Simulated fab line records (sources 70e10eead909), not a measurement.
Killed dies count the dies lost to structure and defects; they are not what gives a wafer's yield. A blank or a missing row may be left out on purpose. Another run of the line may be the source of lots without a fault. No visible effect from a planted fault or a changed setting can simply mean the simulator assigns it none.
Which tool is to blame? / flow nand-harc / at 1 step of a route of 1302, 12 lots with 36 wafers sampled

WHAT EACH GAUGE READ, for each wafer
NHARC_A_M0_INSPECT_11.
lot=L074; measured=day 22 20:05; on=defect-inspect-02; raw-defect-count=91 105 102
lot=L078; measured=day 24 04:40; on=defect-inspect-01; raw-defect-count=114 134 123
lot=L079; measured=day 24 20:53; on=defect-inspect-01; raw-defect-count=92 84 64
lot=L082; measured=day 25 22:22; on=defect-inspect-01; raw-defect-count=119 120 138
lot=L083; measured=day 26 13:59; on=defect-inspect-02; raw-defect-count=47 42 41
lot=L084; measured=day 28 11:48; on=defect-inspect-02; raw-defect-count=137 152 146
lot=L086; measured=day 28 13:51; on=defect-inspect-02; raw-defect-count=123 121 108
lot=L090; measured=day 29 10:13; on=defect-inspect-01; raw-defect-count=102 114 102
lot=L089; measured=day 30 03:16; on=defect-inspect-01; raw-defect-count=67 56 72
lot=L093; measured=day 31 03:05; on=defect-inspect-01; raw-defect-count=38 36 28
lot=L095; measured=day 31 14:31; on=defect-inspect-02; raw-defect-count=80 66 66
lot=L097; measured=day 32 15:53; on=defect-inspect-01; raw-defect-count=29 25 30

TOOL THAT RAN EACH LOT (tool first, then ch and the chambers of the sampled wafers, then the start)
The record shows no process step preceding these readings.

THE ANSWER, worked out from the rows above alone
Rule: what is usual is taken from the lots themselves. The widest of any qualifying gaps counts: lots, ordered by their means at a reading, are off when they make up no more than a third of the lots, leave a main group of 4 or more, and stand apart from it by 3 or more times the standard deviation of that group's means. If all means in a main group match to the digits the tables above print for the reading, that group is not used. A lot without any number at a reading at which 4 lots or more have one is off too. All remaining lots with rows at the step are treated as sound.
No lot is off at any reading shown: from this, nothing can be told.

WHAT THE SIMULATOR PUT IN
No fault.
